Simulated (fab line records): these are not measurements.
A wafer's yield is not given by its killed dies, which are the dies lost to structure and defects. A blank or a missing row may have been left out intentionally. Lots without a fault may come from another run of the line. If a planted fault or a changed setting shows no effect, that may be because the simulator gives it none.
The tool behind it: which one? ; flow nand-harc ; 42 wafers from 14 lots sampled at 4 of the route's 1302 steps

## WHAT THE GAUGES SHOWED, per wafer
The record lacks any reading of a measuring or inspecting step that a usual standard deviation could be used to judge.

## WHICH TOOL RAN EACH LOT (tool, then ch and the chambers of the sampled wafers, then the start)
lot;NHARC_A_STAIRCASE_TRIM_202;NHARC_A_STAIRCASE_ETCH_221;NHARC_A_STAIRCASE_TRIM_222;NHARC_A_STAIRCASE_ETCH_225
L549;rie-diel-07 ch 0,2,3, day 16 17:52 or earlier;rie-diel-07 ch 0,1,3, day 16 17:52 or earlier;rie-diel-07 ch 0,1,3, day 16 17:52 or earlier;rie-diel-07 ch 0,1,2, day 16 17:52
L548;rie-diel-13 ch 0,2, day 16 18:39 or earlier;rie-diel-13 ch 0,3, day 16 18:39 or earlier;rie-diel-13 ch 0,1,3, day 16 18:39 or earlier;rie-diel-13 ch 2,3, day 16 18:39
L550;rie-diel-03 ch 0,2,3, day 17 20:11 or earlier;rie-diel-13 ch 0,2,3, day 17 20:11 or earlier;rie-diel-13 ch 0,1, day 17 20:11 or earlier;rie-diel-13 ch 0,3, day 17 20:11
L554;rie-diel-03 ch 0,2,3, day 18 21:55 or earlier;rie-diel-07 ch 1,3, day 18 21:55 or earlier;rie-diel-07 ch 0,2,3, day 18 21:55 or earlier;rie-diel-07 ch 1,3, day 18 21:55
L556;rie-diel-07 ch 0,1,2, day 20 09:41 or earlier;rie-diel-07 ch 0,1,2, day 20 09:41 or earlier;rie-diel-07 ch 1,2,3, day 20 09:41 or earlier;rie-diel-07 ch 0,2,3, day 20 09:41
L558;rie-diel-07 ch 0,1, day 21 11:25 or earlier;rie-diel-03 ch 1,3, day 21 11:25 or earlier;rie-diel-03 ch 2,3, day 21 11:25 or earlier;rie-diel-03 ch 1,2, day 21 11:25
L559;rie-diel-03 ch 0,1,3, day 22 02:59 or earlier;rie-diel-03 ch 0,1,3, day 22 02:59 or earlier;rie-diel-03 ch 0,1,3, day 22 02:59 or earlier;rie-diel-03 ch 0,2,3, day 22 02:59
L560;rie-diel-13 ch 2,3, day 22 03:50 or earlier;rie-diel-13 ch 0,1,3, day 22 03:50 or earlier;rie-diel-13 ch 1,2, day 22 03:50 or earlier;rie-diel-13 ch 1,2,3, day 22 03:50
L561;rie-diel-07 ch 0,2,3, day 22 15:38 or earlier;rie-diel-03 ch 2,3, day 22 15:38 or earlier;rie-diel-03 ch 0,2,3, day 22 15:38 or earlier;rie-diel-03 ch 1,2,3, day 22 15:38
L562;rie-diel-03 ch 0,1,3, day 22 15:39 or earlier;rie-diel-07 ch 0,2,3, day 22 15:39 or earlier;rie-diel-07 ch 0,3, day 22 15:39 or earlier;rie-diel-07 ch 0,2,3, day 22 15:39
L563;rie-diel-03 ch 1,2, day 23 14:10 or earlier;rie-diel-03 ch 0,2, day 23 14:10 or earlier;rie-diel-03 ch 0,1, day 23 14:10 or earlier;rie-diel-03 ch 1,2, day 23 14:10
L564;rie-diel-13 ch 1,2, day 23 19:20 or earlier;rie-diel-13 ch 0,3, day 23 19:20 or earlier;rie-diel-13 ch 2,3, day 23 19:20 or earlier;rie-diel-13 ch 0,2,3, day 23 19:20
L566;rie-diel-07 ch 0,1,2, day 24 15:11 or earlier;rie-diel-13 ch 0,2,3, day 24 15:11 or earlier;rie-diel-13 ch 1,2,3, day 24 15:11 or earlier;rie-diel-13 ch 0,2, day 24 15:11
L568;rie-diel-03 ch 1,2, day 25 16:43 or earlier;rie-diel-07 ch 0,1, day 25 16:43 or earlier;rie-diel-07 ch 1,2,3, day 25 16:43 or earlier;rie-diel-07 ch 0,1,2, day 25 16:43
- NHARC_A_STAIRCASE_TRIM_202: chemistry O2, time 211.2 s.
- NHARC_A_STAIRCASE_ETCH_221: etches the open film in C4F8/O2, target depth 100 nm, time 40.5 s.
- NHARC_A_STAIRCASE_TRIM_222: chemistry O2, time 211.2 s.
- NHARC_A_STAIRCASE_ETCH_225: etches the open film in C4F8/O2, target depth 100 nm, time 40.5 s.

## AS READ BY THE TOOLS THEMSELVES (means over the sampled wafers that have a number; for cases with no such wafer, the mark the record gives instead)
NHARC_A_STAIRCASE_TRIM_202. Usual: drypump-motor-current-A 5.9 A, standard deviation 0.41; o2-flow-sccm 500.0 sccm, standard deviation 1.5; oes-product-au 1.004 a.u., standard deviation 0.011; rf-vpp-V 57.8 V, standard deviation 0.92; showerhead-plenum-p-Torr 3.52 Torr, standard deviation 0.14; throttle-valve-pct 17.037 %, standard deviation 0.0098.
lot;tool;drypump-motor-current-A (A);o2-flow-sccm (sccm);oes-product-au (a.u.);rf-vpp-V (V);showerhead-plenum-p-Torr (Torr);throttle-valve-pct (%);flag
L549;rie-diel-07;5.8;499.4;1.004;57.8;3.38;17.041;
L548;rie-diel-13;5.5;499.2;1.006;57.4;3.56;17.032;
L550;rie-diel-03;6.2;497.6;0.999;58.0;3.45;17.044;
L554;rie-diel-03;6.2;500.3;1.000;58.4;3.44;17.037;
L556;rie-diel-07;6.1;500.6;1.011;57.8;3.49;17.034;
L558;rie-diel-07;6.1;500.1;1.005;57.3;3.49;17.036;
L559;rie-diel-03;5.8;500.3;1.003;57.9;3.43;17.028;
L560;rie-diel-13;6.0;501.2;1.001;57.3;3.50;17.044;
L561;rie-diel-07;5.8;500.2;1.018;57.0;3.54;17.031;
L562;rie-diel-03;5.8;500.3;1.007;57.2;3.43;17.036;
L563;rie-diel-03;5.8;500.3;1.005;58.4;3.46;17.045;
L564;rie-diel-13;5.5;500.6;0.995;57.9;3.63;17.037;
L566;rie-diel-07;6.1;499.3;1.018;57.5;3.48;17.041;
L568;rie-diel-03;5.5;500.9;1.008;57.7;3.45;17.037;

NHARC_A_STAIRCASE_ETCH_221. Usual: bias-w 1000 W, standard deviation 3; chamber-pressure-mTorr 25.001 mTorr, standard deviation 0.024; oes-product-au 0.944 a.u., standard deviation 0.015; rf-vpp-V 895 V, standard deviation 4.9.
lot;tool;bias-w (W);chamber-pressure-mTorr (mTorr);oes-product-au (a.u.);rf-vpp-V (V);flag
L549;rie-diel-07;998;25.005;0.926;894;
L548;rie-diel-13;1003;25.000;0.959;899;
L550;rie-diel-13;998;24.993;0.929;898;
L554;rie-diel-07;999;25.029;0.931;891;
L556;rie-diel-07;999;24.998;0.951;895;
L558;rie-diel-03;1001;25.013;0.951;896;
L559;rie-diel-03;1002;25.011;0.948;893;
L560;rie-diel-13;999;25.000;0.940;899;
L561;rie-diel-03;1000;24.981;0.933;895;
L562;rie-diel-07;1000;25.002;0.960;897;
L563;rie-diel-03;1000;24.985;0.940;889;
L564;rie-diel-13;1001;24.972;0.942;897;
L566;rie-diel-13;1000;25.001;0.944;896;
L568;rie-diel-07;999;25.013;0.956;897;

NHARC_A_STAIRCASE_TRIM_222. Usual: drypump-motor-current-A 5.9 A, standard deviation 0.43; o2-flow-sccm 500.1 sccm, standard deviation 1.6; oes-product-au 1.003 a.u., standard deviation 0.0099; rf-vpp-V 57.7 V, standard deviation 0.84; showerhead-plenum-p-Torr 3.51 Torr, standard deviation 0.14; throttle-valve-pct 17.036 %, standard deviation 0.009.
lot;tool;drypump-motor-current-A (A);o2-flow-sccm (sccm);oes-product-au (a.u.);rf-vpp-V (V);showerhead-plenum-p-Torr (Torr);throttle-valve-pct (%);flag
L549;rie-diel-07;6.0;501.3;1.007;58.0;3.46;17.042;
L548;rie-diel-13;5.7;500.2;1.003;58.2;3.64;17.040;
L550;rie-diel-13;5.4;500.0;0.991;58.7;3.69;17.035;
L554;rie-diel-07;5.8;501.2;0.999;58.2;3.38;17.041;
L556;rie-diel-07;6.0;501.5;1.007;56.9;3.45;17.031;
L558;rie-diel-03;6.1;499.1;1.005;57.8;3.51;17.041;
L559;rie-diel-03;5.8;499.9;1.000;58.0;3.43;17.034;
L560;rie-diel-13;5.6;501.0;1.001;58.3;3.55;17.031;
L561;rie-diel-03;6.2;499.7;1.003;57.0;3.43;17.031;
L562;rie-diel-07;5.7;501.9;1.014;57.8;3.67;17.033;
L563;rie-diel-03;6.0;500.2;0.999;56.9;3.35;17.037;
L564;rie-diel-13;5.9;501.0;1.005;57.3;3.49;17.035;
L566;rie-diel-13;5.8;500.0;0.999;58.1;3.57;17.033;
L568;rie-diel-07;6.0;499.1;1.014;57.2;3.61;17.043;

NHARC_A_STAIRCASE_ETCH_225. Usual: bias-w 1000 W, standard deviation 3.1; chamber-pressure-mTorr 24.999 mTorr, standard deviation 0.019; oes-product-au 0.946 a.u., standard deviation 0.0095; rf-vpp-V 895 V, standard deviation 4.9.
lot;tool;bias-w (W);chamber-pressure-mTorr (mTorr);oes-product-au (a.u.);rf-vpp-V (V);flag
L549;rie-diel-07;1001;25.010;0.950;894;
L548;rie-diel-13;999;25.005;0.953;898;
L550;rie-diel-13;-;-;-;-;OFF
L554;rie-diel-07;-;-;-;-;OFF
L556;rie-diel-07;999;24.984;0.945;891;
L558;rie-diel-03;1000;24.977;0.948;894;
L559;rie-diel-03;1000;25.006;0.957;892;
L560;rie-diel-13;999;25.014;0.951;898;
L561;rie-diel-03;999;24.998;0.945;895;
L562;rie-diel-07;1001;25.008;0.948;897;
L563;rie-diel-03;994;24.998;0.939;894;
L564;rie-diel-13;999;24.996;0.942;896;
L566;rie-diel-13;998;24.986;0.943;896;
L568;rie-diel-07;1000;24.991;0.955;894;

## THE ANSWER, worked out from the rows above alone
Rule: a lot is off if the mean of its wafers that have a number lies more than 3 standard deviations from the usual mean. A lot without any number at a reading at which 4 lots or more have one is off too. The other lots that the step has rows for count as sound. Order of review: gauges by route order, followed by the tools' own readings, for which a lot's mean as printed above is used. The first step at which some lot is off is used, and at that step the reading that is off furthest; a lot without a number counts as furthest.
Off at NHARC_A_STAIRCASE_ETCH_225 (bias-w): L550, L554. Without a number there: L550, L554.
A tool fits if, at that step or a process step before it, it ran every lot that is off, and no sound lot after the first of them. With no start given for some of its lots, NHARC_A_STAIRCASE_TRIM_202 uses the hours and lot order of NHARC_A_STAIRCASE_ETCH_225. With no start given for some of its lots, NHARC_A_STAIRCASE_ETCH_221 uses the hours and lot order of NHARC_A_STAIRCASE_ETCH_225. With no start given for some of its lots, NHARC_A_STAIRCASE_TRIM_222 uses the hours and lot order of NHARC_A_STAIRCASE_ETCH_225. Not one of the candidates tried fits.

## WHAT THE SIMULATOR HAD INSERTED
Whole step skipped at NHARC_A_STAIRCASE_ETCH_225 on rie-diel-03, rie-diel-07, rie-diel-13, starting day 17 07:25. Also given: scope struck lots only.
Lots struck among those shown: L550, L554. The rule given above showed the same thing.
